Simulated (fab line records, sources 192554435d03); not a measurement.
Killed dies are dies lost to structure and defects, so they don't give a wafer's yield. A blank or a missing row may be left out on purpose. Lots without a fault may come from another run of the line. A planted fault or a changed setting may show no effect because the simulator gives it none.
One fault seen from 2 desks | flow n5_finfet | each desk has only its own numbers; what lay behind them comes last

THE TOOL OWNER'S DESK: ald_sin-03
The tool's own readings at N5_SDB_ALD_29 (deposits SiNx, target thk 30 nm, pulse time 1 s, ald cycles 600): means of the sampled wafers that have a number, for each lot that ran on this tool. A lot is out of limits, marked OUT, if its mean lies more than 4 standard deviations from the usual mean; the brackets give that distance.
Columns: A = heater_power_w at N5_SDB_ALD_29, usual 851 W; B = precursor_pulse_height_rel at N5_SDB_ALD_29, usual 1.000
lot  | first seen here | A   | B
L285 | day 4 11:26     | 976 | 0.986
L296 | day 7 06:10     | 830 | 0.992
L300 | day 8 07:23     | 912 | 1.004
L301 | day 8 15:03     | 866 | 1.002
L304 | day 9 06:59     | 924 | 0.986
This desk's finding: nothing out of limits on any of the 5 lots.

THE METROLOGY DESK
What the gauges read, lot by lot, whatever tool the lot ran on: means of the sampled wafers that have a number. A lot is out of limits, marked OUT, if its mean lies more than 4 standard deviations from the usual mean; the brackets give that distance. Of its 11 readings 7 are shown: those that lie furthest out on some lot.
Columns: A = SDB_THK at N5_SDB_THK_MEAS_31, usual 64.1 nm; B = DIBL_P at N5_BEOL_M4_RC_MEAS_101, usual 38 mV/V; C = IOFF_N at N5_BEOL_M4_RC_MEAS_101, usual 0.19 nA/um; D = IOFF_P at N5_BEOL_M4_RC_MEAS_101, usual 0.24 nA/um; E = SS_P at N5_BEOL_M4_RC_MEAS_101, usual 73.7 mV/dec; F = VT_N at N5_BEOL_M4_RC_MEAS_101, usual 248 mV; G = VT_P at N5_BEOL_M4_RC_MEAS_101, usual -249 mV
lot  | first seen here | A    | B  | C    | D    | E    | F   | G
L285 | day 4 14:28     | 65.3 | 36 | 0.15 | 0.20 | 72.7 | 252 | -251
L286 | day 4 21:58     | 63.5 | 40 | 0.23 | 0.29 | 73.9 | 245 | -246
L289 | day 5 16:43     | 65.7 | 36 | 0.15 | 0.19 | 73.3 | 252 | -252
L291 | day 6 04:37     | 64.4 | 38 | 0.20 | 0.27 | 73.9 | 248 | -245
L293 | day 6 16:17     | 63.3 | 41 | 0.26 | 0.32 | 73.9 | 244 | -246
L296 | day 7 09:13     | 62.8 | 37 | 0.15 | 0.23 | 73.6 | 252 | -249
L300 | day 8 10:25     | 65.4 | 38 | 0.19 | 0.24 | 73.8 | 246 | -248
L301 | day 8 18:05     | 63.2 | 36 | 0.20 | 0.24 | 73.8 | 246 | -250
L304 | day 9 10:01     | 64.7 | 38 | 0.17 | 0.22 | 73.9 | 251 | -251
L305 | day 9 21:22     | 63.2 | 38 | 0.17 | 0.23 | 73.6 | 250 | -250
This desk's finding: nothing out of limits on any of the 10 lots.

PUT TOGETHER
The tool owner's desk saw nothing out of limits.
The metrology desk saw nothing out of limits.

WHAT THE SIMULATOR HAD PUT IN
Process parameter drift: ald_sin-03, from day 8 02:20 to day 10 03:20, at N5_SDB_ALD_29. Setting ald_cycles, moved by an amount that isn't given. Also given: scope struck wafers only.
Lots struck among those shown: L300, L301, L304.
